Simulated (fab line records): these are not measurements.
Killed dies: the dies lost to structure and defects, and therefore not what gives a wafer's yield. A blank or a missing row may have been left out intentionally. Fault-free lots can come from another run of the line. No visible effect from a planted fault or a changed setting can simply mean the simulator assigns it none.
fab line records	flow n5Finfet	part 1 of 2: steps 1 to 21 of 30
record: lots: 5	wafers: 15	lastDay: 18
route steps=1938 shown BEOL_M14@1744 BEOL_M15@1773
lots untouched by any fault: they come from a run of this same line in which no faults occurred
startH: hours from the record's first day to the start of the lot's first wafer shown	waitH: hours elapsed since this lot's preceding step	" as in the row above	L1.1+2: a single row standing in for several wafers	- no value present, or no start provided	* or withheld: withheld	< > ~ a bound
route shown NAME@n: names a module that has steps shown in the file, with the first one's number in the route	usual: average and standard deviation across the fault-free wafers	same: alike in all rows	chamber/n: place in a boat	sites: each site's reading	_std_site: how widely they spread, as a standard deviation	_edge_site: outer sites' mean less inner sites'	radiusMm: how far each site lies from the wafer's centre	mask NAME#n: copy n	behind: the tool/chamber that last shaped the wafer	hold: cause of the lot's hold/its duration in hours/its outcome	device: names the non-switching transistor (n, p or np)	end of line: tests run on the same wafers once the route is complete	a step without rows: its recipe alone	killed: not the wafer's yield, but the dies lost to structure and defects at the first sort	map: dies across one wafer; x = killed, . = not, _ = none there
set.NAME: the setting that was run; set.NAME@STEP: the one run at that earlier step	model.NAME: the simulator's own value behind a step, which no gauge read
a table for each step, a row for each wafer; lots at some steps of the route
services: a tool's chamber out of use, with start hour (startH, from the record's first day; less than 0 if before it), hours out, and reason
== steps ==
step: N5_BEOL_M14_DEVELOP_27
recipe: developTimeS: 45	rinseLiquid: diw	dry: airSpin	devTempC: 21
lot.wafer	tool	chamber	startH	waitH
L082.2+3+5	lithoTrack-02	0	-	-
L089.3+5+6	lithoTrack-02	0	-	-
L086.1+3+6	lithoTrack-02	0	-	-
L088.3+4+6	lithoTrack-02	0	-	-
L091.3+5+6	lithoTrack-02	0	-	-
step: N5_BEOL_M14_HARDBAKE_32
recipe: tempC: 130	timeS: 120
lot.wafer	tool	chamber	startH	waitH
L082.2+3+5	lithoTrack-02	0	-	-
L089.3+5+6	lithoTrack-02	0	-	-
L086.1+3+6	lithoTrack-02	0	-	-
L088.3+4+6	lithoTrack-02	0	-	-
L091.3+5+6	lithoTrack-02	0	-	-
step: N5_BEOL_M14_CD_MEAS_28
recipe: targetCdNm: 284.4	landingEnergyEv: 500	detector: seInlens
usual: cdNm: 284.4/1.5
lot.wafer	tool	chamber	startH	waitH	cdNm
L082.2	cdSem-01	0	335.37	-	285.3
L082.3	"	0	"	"	282.2
L082.5	"	0	"	"	285.2
L089.3	cdSem-02	0	362.62	-	285.2
L089.5	"	0	"	"	284.2
L089.6	"	0	"	"	284.5
L086.1	cdSem-02	0	363.09	-	284.0
L086.3	"	0	"	"	284.7
L086.6	"	0	"	"	285.0
L088.3	cdSem-02	0	383.40	-	286.2
L088.4	"	0	"	"	284.3
L088.6	"	0	"	"	283.2
L091.3	cdSem-02	0	397.85	-	286.6
L091.5	"	0	"	"	285.2
L091.6	"	0	"	"	285.0
step: N5_BEOL_M14_OVL_MEAS_29
recipe: pointsPerWafer: 44
usual: M14_OVL: 1/5.6
lot.wafer	tool	chamber	startH	waitH	M14_OVL[nm]
L082.2	overlay-01	0	335.40	0.0	-6
L082.3	"	0	"	"	5
L082.5	"	0	"	"	0
L089.3	overlay-01	0	362.65	0.0	-7
L089.5	"	0	"	"	-2
L089.6	"	0	"	"	1
L086.1	overlay-02	0	363.12	0.0	2
L086.3	"	0	"	"	-1
L086.6	"	0	"	"	0
L088.3	overlay-01	0	383.43	0.0	0
L088.4	"	0	"	"	2
L088.6	"	0	"	"	9
L091.3	overlay-01	0	397.88	0.0	-2
L091.5	"	0	"	"	-5
L091.6	"	0	"	"	2
step: N5_BEOL_M14_INSPECT_30
recipe: mode: adi	inspectInstrument: macro
usual: rawDefectCount: 2.1/1.3
lot.wafer	tool	chamber	startH	waitH	rawDefectCount
L082.2	defectInspect-02	-	335.42	0.0	0
L082.3	"	-	"	"	2
L082.5	"	-	"	"	3
L089.3	defectInspect-01	-	362.67	0.0	1
L089.5	"	-	"	"	2
L089.6	"	-	"	"	1
L086.1	defectInspect-01	-	363.14	0.0	3
L086.3	"	-	"	"	2
L086.6	"	-	"	"	1
L088.3	defectInspect-01	-	383.46	0.0	1
L088.4	"	-	"	"	1
L088.6	"	-	"	"	1
L091.3	defectInspect-01	-	397.91	0.0	3
L091.5	"	-	"	"	0
L091.6	"	-	"	"	1
step: N5_BEOL_M14_DESCUM_33
recipe: chemistry: O2	timeS: 7.9	sourcePowerW: 50	biasPowerW: 20	pressureMtorr: 20	rfFrequencyHz: 2.712e+07	tempC: 40	o2FlowSccm: 225
usual: drypumpMotorCurrentA: 5.7/0.42	oesProductAu: 0.81/0.052	rfVppV: 243.4/1.7	showerheadPlenumPTorr: 2.11/0.1	throttleValvePct: 20.46/0.25
lot.wafer	tool	chamber	startH	waitH	drypumpMotorCurrentA	oesProductAu	rfHoursCounterH	rfVppV	showerheadPlenumPTorr	throttleValvePct
L082.2	rieDiel-03	0	335.50	0.1	5.7	0.86	47	244.7	2.21	20.07
L082.3	"	1	"	"	5.4	0.80	110	244.1	2.19	20.50
L082.5	"	2	"	"	5.7	0.89	-	247.1	2.25	20.49
L089.3	rieDiel-03	2	362.70	0.0	5.6	0.88	40	246.5	2.24	20.52
L089.5	"	2	"	"	5.7	0.87	-	244.5	2.24	20.54
L089.6	"	0	"	"	5.6	0.85	-	245.8	2.20	20.07
L086.1	rieDiel-05	1	363.41	0.3	5.5	0.81	79	242.9	2.02	20.33
L086.3	"	2	"	"	5.7	0.77	121	245.9	2.20	20.53
L086.6	"	0	"	"	5.5	0.74	-	239.5	1.92	20.90
L088.3	rieDiel-03	1	383.81	0.4	5.4	0.78	126	243.9	2.18	20.54
L088.4	"	3	"	"	6.5	0.95	5	243.3	2.07	20.07
L088.6	"	1	"	"	5.5	0.79	-	244.6	2.18	20.54
L091.3	rieDiel-05	2	397.98	0.1	5.7	0.76	129	244.2	2.20	20.53
L091.5	"	0	"	"	5.6	0.72	-	240.2	1.92	20.92
L091.6	"	3	"	"	5.5	0.83	-	243.1	2.12	20.48
step: N5_BEOL_M14_ETCH_67
recipe: chemistry: CF4	target: SiARC	targetDepthA: 1430	timeS: 238.3	ionEnergyEv: 80	pressureMtorr: 40	sourceW: 545	biasW: 36	Ar_flow_sccm: 100	cf4FlowSccm: 100	ends: cleared
usual: biasW: 36.02/0.1	drypumpMotorCurrentA: 5.7/0.41	etchRfOnTimeS: 237/6	oesProductAu: 0.70/0.043	rfVppV: 184.1/1.4	showerheadPlenumPTorr: 2.15/0.098	throttleValvePct: 15.60/0.21
lot.wafer	tool	chamber	startH	waitH	biasW	drypumpMotorCurrentA	etchRfOnTimeS	oesProductAu	rfHoursCounterH	rfVppV	showerheadPlenumPTorr	throttleValvePct
L082.2	rieDiel-03	0	335.53	0.0	36.16	5.7	231	0.75	47	185.8	2.27	15.31
L082.3	"	1	"	"	35.93	5.4	232	0.69	110	184.8	2.23	15.61
L082.5	"	2	"	"	36.08	5.7	243	0.75	-	184.9	2.26	15.46
L089.3	rieDiel-03	2	362.74	0.0	35.94	5.7	249	0.73	40	186.6	2.26	15.48
L089.5	"	2	"	"	36.12	5.7	253	0.72	-	186.0	2.26	15.50
L089.6	"	0	"	"	35.87	5.6	237	0.73	-	184.7	2.27	15.34
L086.1	rieDiel-05	1	363.44	0.0	35.99	5.5	241	0.69	79	183.5	2.09	15.60
L086.3	"	2	"	"	36.10	5.6	242	0.66	121	185.1	2.23	15.59
L086.6	"	0	"	"	35.87	5.5	243	0.62	-	183.3	1.96	15.96
L088.3	rieDiel-03	1	383.84	0.0	35.95	5.4	233	0.68	126	185.7	2.22	15.65
L088.4	"	3	"	"	36.17	6.5	233	0.82	5	183.2	2.10	15.11
L088.6	"	1	"	"	35.87	5.5	229	0.68	-	185.2	2.22	15.64
L091.3	rieDiel-05	2	398.01	0.0	36.06	5.7	243	0.66	129	186.4	2.23	15.61
L091.5	"	0	"	"	36.12	5.5	238	0.62	-	181.0	1.95	16.01
L091.6	"	3	"	"	35.83	5.5	233	0.72	-	185.3	2.18	15.67
step: N5_BEOL_M14_ETCH_68
recipe: chemistry: N2/H2	target: SOC	maskMaterial: SiARC	sourceW: 3000	biasW: 350	tempC: 40	timeS: 450	ionEnergyEv: 200	pressureMtorr: 30	n2FlowSccm: 200	h2FlowSccm: 200
usual: biasW: 349.9/0.97	drypumpMotorCurrentA: 5.7/0.42	oesProductAu: 0.81/0.051	rfVppV: 524/3.4	showerheadPlenumPTorr: 2.56/0.12	throttleValvePct: 17.76/0.27
lot.wafer	tool	chamber	startH	waitH	biasW	drypumpMotorCurrentA	oesProductAu	rfHoursCounterH	rfVppV	showerheadPlenumPTorr	throttleValvePct
L082.2	rieDiel-03	0	335.68	0.1	350.4	5.7	0.88	47	527	2.70	17.52
L082.3	"	1	"	"	351.4	5.4	0.81	110	529	2.69	18.00
L082.5	"	2	"	"	351.9	5.7	0.89	-	528	2.72	17.74
L089.3	rieDiel-03	2	362.88	0.1	350.8	5.7	0.87	40	529	2.72	17.75
L089.5	"	2	"	"	350.7	5.6	0.87	-	528	2.72	17.74
L089.6	"	0	"	"	350.1	5.7	0.86	-	527	2.69	17.51
L086.1	rieDiel-05	1	363.59	0.1	349.3	5.6	0.82	80	523	2.47	17.81
L086.3	"	2	"	"	350.9	5.6	0.77	122	527	2.64	17.68
L086.6	"	0	"	"	350.0	5.5	0.73	-	517	2.34	18.28
L088.3	rieDiel-03	1	383.99	0.1	350.2	5.5	0.79	126	528	2.68	18.05
L088.4	"	3	"	"	349.6	6.4	0.96	5	523	2.48	17.11
L088.6	"	1	"	"	351.4	5.5	0.79	-	527	2.68	18.04
L091.3	rieDiel-05	2	398.16	0.1	350.3	5.7	0.76	129	525	2.64	17.69
L091.5	"	0	"	"	350.4	5.6	0.73	-	518	2.33	18.30
L091.6	"	3	"	"	349.7	5.5	0.84	-	526	2.59	17.80
step: N5_BEOL_M14_STRIP_69
recipe: chemistry: N2/H2	tempC: 40	n2FlowSccm: 200	h2FlowSccm: 200	rfFrequencyHz: 6e+07
lot.wafer	tool	chamber	startH	waitH
L082.2+3+5	rieDiel-03	0,1,2	335.94	0.1
L089.3+5+6	rieDiel-03	2,2,0	363.15	0.1
L086.1+3+6	rieDiel-05	1,2,0	363.85	0.1
L088.3+4+6	rieDiel-03	1,3,1	384.25	0.1
L091.3+5+6	rieDiel-05	2,0,3	398.42	0.1
step: N5_BEOL_M14_TRENCH_ETCH_34
recipe: chemistry: C4F8/O2/Ar	target: SiO2	targetDepthA: 5566.5	maskMaterial: SOC	heInnerTorr: 15	heOuterTorr: 30	timeS: 126.9	ionEnergyEv: 800	pressureMtorr: 20	sourceW: 1905	biasW: 2040	Ar_flow_sccm: 400	C4F8_flow_sccm: 16	O2_flow_sccm: 12
usual: biasW: 2040/5.6	drypumpMotorCurrentA: 5.7/0.42	oesProductAu: 0.82/0.05	rfVppV: 2252/39	showerheadPlenumPTorr: 3.46/0.15	throttleValvePct: 30.9/0.31
lot.wafer	tool	chamber	startH	waitH	biasW	drypumpMotorCurrentA	oesProductAu	rfHoursCounterH	rfVppV	showerheadPlenumPTorr	throttleValvePct
L082.2	rieDiel-03	0	335.95	0.0	2037	5.7	0.88	47	2272	3.62	30.6
L082.3	"	1	"	"	2033	5.5	0.82	110	2285	3.60	31.2
L082.5	"	2	"	"	2046	5.6	0.87	-	2279	3.64	30.8
L089.3	rieDiel-03	2	363.16	0.0	2043	5.7	0.84	40	2278	3.63	30.8
L089.5	"	2	"	"	2040	5.7	0.84	-	2278	3.63	30.8
L089.6	"	0	"	"	2046	5.7	0.85	-	2271	3.61	30.6
L086.1	rieDiel-05	1	363.86	0.0	2046	5.5	0.81	80	2188	3.37	31.0
L086.3	"	2	"	"	2032	5.7	0.76	122	2267	3.56	30.8
L086.6	"	0	"	"	2040	5.6	0.73	-	2178	3.15	31.2
L088.3	rieDiel-03	1	384.26	0.0	2033	5.4	0.81	127	2284	3.59	31.2
L088.4	"	3	"	"	2031	6.4	0.95	5	2284	3.37	30.3
L088.6	"	1	"	"	2029	5.5	0.80	-	2283	3.59	31.2
L091.3	rieDiel-05	2	398.43	0.0	2036	5.6	0.76	129	2266	3.56	30.8
L091.5	"	0	"	"	2047	5.6	0.72	-	2179	3.15	31.2
L091.6	"	3	"	"	2042	5.5	0.84	-	2260	3.49	31.1
step: N5_BEOL_M14_STRIP_70
recipe: chemistry: C4F8/O2/Ar	resist: SiARC	rfFrequencyHz: 6e+07
lot.wafer	tool	chamber	startH	waitH
L082.2+3+5	rieDiel-03	0,1,2	336.07	0.1
L089.3+5+6	rieDiel-03	2,2,0	363.27	0.1
L086.1+3+6	rieDiel-05	1,2,0	363.98	0.1
L088.3+4+6	rieDiel-03	1,3,1	384.38	0.1
L091.3+5+6	rieDiel-05	2,0,3	398.55	0.1
step: N5_BEOL_M14_OCD_MEAS_35
usual: trenchDepthNm: 560/14
lot.wafer	tool	chamber	startH	waitH	trenchDepthNm
L082.2	ocd-01	-	336.11	0.0	567
L082.3	"	-	"	"	577
L082.5	"	-	"	"	538
L089.3	ocd-01	-	363.32	0.0	530
L089.5	"	-	"	"	533
L089.6	"	-	"	"	555
L086.1	ocd-01	-	364.02	0.0	547
L086.3	"	-	"	"	539
L086.6	"	-	"	"	555
L088.3	ocd-01	-	384.42	0.0	570
L088.4	"	-	"	"	562
L088.6	"	-	"	"	572
L091.3	ocd-01	-	398.59	0.0	542
L091.5	"	-	"	"	551
L091.6	"	-	"	"	566
step: N5_BEOL_M14_STRIP_37
recipe: chemistry: O2	powerW: 600	tempC: 60	pressureMtorr: 30	rfFrequencyHz: 6e+07	biasPowerW: 0	overashFraction: 0.3	o2FlowSccm: 225
usual: drypumpMotorCurrentA: 5.7/0.37	oesProductAu: 0.81/0.053	rfVppV: 3.5/0.94	showerheadPlenumPTorr: 2.10/0.1	throttleValvePct: 16.69/0.24
lot.wafer	tool	chamber	startH	waitH	drypumpMotorCurrentA	oesProductAu	rfHoursCounterH	rfVppV	showerheadPlenumPTorr	throttleValvePct
L082.2	rieDiel-03	3	336.19	0.1	6.4	0.67	245	2.6	2.08	16.69
L082.3	"	0	"	"	5.7	0.86	47	3.1	2.21	16.25
L082.5	"	2	"	"	5.6	0.88	-	2.0	2.25	16.69
L089.3	rieDiel-05	2	367.88	4.6	5.7	0.77	122	3.2	2.21	16.73
L089.5	"	1	"	"	5.5	0.82	-	3.2	2.03	16.56
L089.6	"	2	"	"	5.6	0.77	-	2.5	2.21	16.72
L086.1	rieDiel-05	2	368.04	4.0	5.7	0.78	122	3.5	2.21	16.75
L086.3	"	0	"	"	5.5	0.74	179	2.4	1.93	17.13
L086.6	"	3	"	"	5.5	0.84	-	3.9	2.13	16.64
L088.3	rieDiel-01	2	384.85	0.4	5.1	0.82	89	2.1	2.01	16.41
L088.4	"	1	"	"	5.9	0.79	-	2.8	2.04	16.70
L088.6	"	2	"	"	5.1	0.82	-	5.8	2.01	16.40
L091.3	rieDiel-03	3	401.27	2.7	6.5	0.91	11	3.0	2.07	16.27
L091.5	"	2	"	"	5.6	0.85	-	3.9	2.24	16.75
L091.6	"	3	"	"	6.4	0.92	-	2.6	2.07	16.29
step: N5_BEOL_M14_ETCH_38
recipe: chemistry: CF4/N2	target: SiCN	targetDepthA: 1065	taperDeg: 2	timeS: 120.6	ionEnergyEv: 150	maskMaterial: SiO2	pressureMtorr: 40	sourceW: 430	biasW: 70	Ar_flow_sccm: 100	cf4FlowSccm: 60	n2FlowSccm: 60
usual: biasW: 69.99/0.22	drypumpMotorCurrentA: 5.7/0.37	oesProductAu: 0.82/0.055	rfVppV: 382.4/2.5	showerheadPlenumPTorr: 2.21/0.1	throttleValvePct: 15.44/0.22
lot.wafer	tool	chamber	startH	waitH	biasW	drypumpMotorCurrentA	oesProductAu	rfHoursCounterH	rfVppV	showerheadPlenumPTorr	throttleValvePct
L082.2	rieDiel-03	3	-	-	70.01	6.4	0.68	245	381.1	2.16	15.42
L082.3	"	0	"	"	69.97	5.6	0.87	47	384.6	2.34	15.11
L082.5	"	2	"	"	70.28	5.6	0.87	-	386.0	2.34	15.33
L089.3	rieDiel-05	2	-	-	70.21	5.6	0.78	122	384.4	2.30	15.39
L089.5	"	1	"	"	69.87	5.5	0.81	-	381.1	2.15	15.43
L089.6	"	2	"	"	70.29	5.7	0.77	-	385.2	2.30	15.40
L086.1	rieDiel-05	2	-	-	70.24	5.6	0.77	122	383.0	2.30	15.41
L086.3	"	0	"	"	70.08	5.5	0.73	179	380.1	2.02	15.84
L086.6	"	3	"	"	69.63	5.5	0.86	-	383.5	2.25	15.48
L088.3	rieDiel-01	2	-	-	69.88	5.1	0.81	89	381.7	2.13	15.22
L088.4	"	1	"	"	69.96	5.8	0.80	-	378.6	2.13	15.40
L088.6	"	2	"	"	70.00	5.1	0.83	-	381.3	2.13	15.21
L091.3	rieDiel-03	3	-	-	69.89	6.4	0.94	11	380.6	2.16	14.95
L091.5	"	2	"	"	69.75	5.6	0.83	-	385.3	2.33	15.38
L091.6	"	3	"	"	69.74	6.4	0.94	-	380.0	2.16	14.95
step: N5_BEOL_M14_PRECLEAN_39
recipe: chemistry: residueRemover	timeS: 60	tempC: 40
usual: bathHeatDutyPct: 4.5/0.72
lot.wafer	tool	chamber	startH	waitH	bathHeatDutyPct
L082.2	wetBench-03	7	336.39	-	5.1
L082.3	"	3	"	"	5.5
L082.5	"	4	"	"	3.4
L089.3	wetBench-01	7	368.07	-	4.4
L089.5	"	0	"	"	3.4
L089.6	"	3	"	"	4.5
L086.1	wetBench-03	3	368.39	-	6.0
L086.3	"	6	"	"	4.8
L086.6	"	7	"	"	4.7
L088.3	wetBench-01	6	385.04	-	4.5
L088.4	"	7	"	"	4.1
L088.6	"	0	"	"	3.8
L091.3	wetBench-01	1	401.47	-	4.6
L091.5	"	0	"	"	3.8
L091.6	"	4	"	"	4.8
step: N5_BEOL_M14_SRD_40
recipe: timeS: 30	tempC: 23	rinseLiquid: diw	dry: n2Spin	spinRpm: 1500	dryTimeS: 30
usual: bathHeatDutyPct: 3.7/0.61
lot.wafer	tool	chamber	startH	waitH	bathHeatDutyPct
L082.2	wetBench-03	7	336.41	0.0	4.4
L082.3	"	3	"	"	4.1
L082.5	"	4	"	"	2.9
L089.3	wetBench-01	7	368.09	0.0	3.4
L089.5	"	0	"	"	3.1
L089.6	"	3	"	"	3.5
L086.1	wetBench-03	3	368.41	0.0	4.1
L086.3	"	6	"	"	3.6
L086.6	"	7	"	"	4.3
L088.3	wetBench-01	6	385.06	0.0	3.8
L088.4	"	7	"	"	3.4
L088.6	"	0	"	"	2.5
L091.3	wetBench-01	1	401.49	0.0	2.6
L091.5	"	0	"	"	2.9
L091.6	"	4	"	"	2.7
step: N5_BEOL_M14_DEGAS_41
recipe: ambient: vacuum	tempC: 300	timeS: 60
usual: heaterPowerW: 438/42
lot.wafer	tool	chamber	startH	waitH	heaterPowerW
L082.2	pvdSputter-01	-	336.68	0.3	427
L082.3	"	-	"	"	545
L082.5	"	-	"	"	427
L089.3	pvdSputter-03	-	368.41	0.3	426
L089.5	"	-	"	"	424
L089.6	"	-	"	"	409
L086.1	pvdSputter-02	-	368.53	0.1	427
L086.3	"	-	"	"	445
L086.6	"	-	"	"	434
L088.3	pvdSputter-03	-	385.49	0.4	422
L088.4	"	-	"	"	477
L088.6	"	-	"	"	418
L091.3	pvdSputter-02	-	401.89	0.4	442
L091.5	"	-	"	"	489
L091.6	"	-	"	"	417
step: N5_BEOL_M14_PRE_CLEAN_42
recipe: gas: H2/He	timeS: 30	tempC: 300
usual: heaterPowerW: 440/43
lot.wafer	tool	chamber	startH	waitH	heaterPowerW
L082.2	pvdSputter-01	-	336.72	0.0	418
L082.3	"	-	"	"	549
L082.5	"	-	"	"	421
L089.3	pvdSputter-03	-	368.45	0.0	420
L089.5	"	-	"	"	414
L089.6	"	-	"	"	422
L086.1	pvdSputter-02	-	368.57	0.0	422
L086.3	"	-	"	"	445
L086.6	"	-	"	"	429
L088.3	pvdSputter-03	-	385.53	0.0	423
L088.4	"	-	"	"	482
L088.6	"	-	"	"	425
L091.3	pvdSputter-02	-	401.93	0.0	440
L091.5	"	-	"	"	479
L091.6	"	-	"	"	414
step: N5_BEOL_M14_SPUTTER_43
recipe: material: TaN	targetThkA: 150	tempC: 50	biasV: 168.6	powerW: 15000	chamberPressurePa: 0.12	timeS: 24.19
usual: throttleValvePct: 29.7/1.2
lot.wafer	tool	chamber	startH	waitH	throttleValvePct
L082.2	pvdSputter-01	-	336.76	0.0	30.6
L082.3	"	-	"	"	29.1
L082.5	"	-	"	"	30.5
L089.3	pvdSputter-03	-	368.49	0.0	30.7
L089.5	"	-	"	"	29.7
L089.6	"	-	"	"	30.6
L086.1	pvdSputter-02	-	368.61	0.0	30.0
L086.3	"	-	"	"	28.2
L086.6	"	-	"	"	30.0
L088.3	pvdSputter-03	-	385.57	0.0	30.1
L088.4	"	-	"	"	27.9
L088.6	"	-	"	"	30.2
L091.3	pvdSputter-02	-	401.97	0.0	28.2
L091.5	"	-	"	"	30.1
L091.6	"	-	"	"	30.1
step: N5_BEOL_M14_SPUTTER_44
recipe: material: Ta	targetThkA: 150	tempC: 50	biasV: 80	powerW: 15000	chamberPressurePa: 0.07	timeS: 24.19
usual: throttleValvePct: 29.7/1.1
lot.wafer	tool	chamber	startH	waitH	throttleValvePct
L082.2	pvdSputter-01	-	336.84	0.0	30.4
L082.3	"	-	"	"	29.4
L082.5	"	-	"	"	30.4
L089.3	pvdSputter-03	-	368.57	0.0	30.7
L089.5	"	-	"	"	30.1
L089.6	"	-	"	"	30.8
L086.1	pvdSputter-02	-	368.69	0.0	30.1
L086.3	"	-	"	"	28.1
L086.6	"	-	"	"	30.2
L088.3	pvdSputter-03	-	385.65	0.0	29.7
L088.4	"	-	"	"	28.5
L088.6	"	-	"	"	29.7
L091.3	pvdSputter-02	-	402.05	0.0	28.3
L091.5	"	-	"	"	30.0
L091.6	"	-	"	"	29.9
step: N5_BEOL_M14_SPUTTER_45
recipe: material: Cu	targetThkA: 1000	tempC: -20	biasV: 60	powerW: 26000	chamberPressurePa: 0.13	timeS: 16.67
usual: throttleValvePct: 29.7/1.1
lot.wafer	tool	chamber	startH	waitH	throttleValvePct
L082.2	pvdSputter-01	-	336.92	0.0	30.5
L082.3	"	-	"	"	29.4
L082.5	"	-	"	"	30.7
L089.3	pvdSputter-03	-	368.65	0.0	31.0
L089.5	"	-	"	"	29.7
L089.6	"	-	"	"	30.9
L086.1	pvdSputter-02	-	368.77	0.0	30.3
L086.3	"	-	"	"	27.9
L086.6	"	-	"	"	30.1
L088.3	pvdSputter-03	-	385.73	0.0	29.9
L088.4	"	-	"	"	28.0
L088.6	"	-	"	"	29.8
L091.3	pvdSputter-02	-	402.13	0.0	27.9
L091.5	"	-	"	"	30.1
L091.6	"	-	"	"	30.3
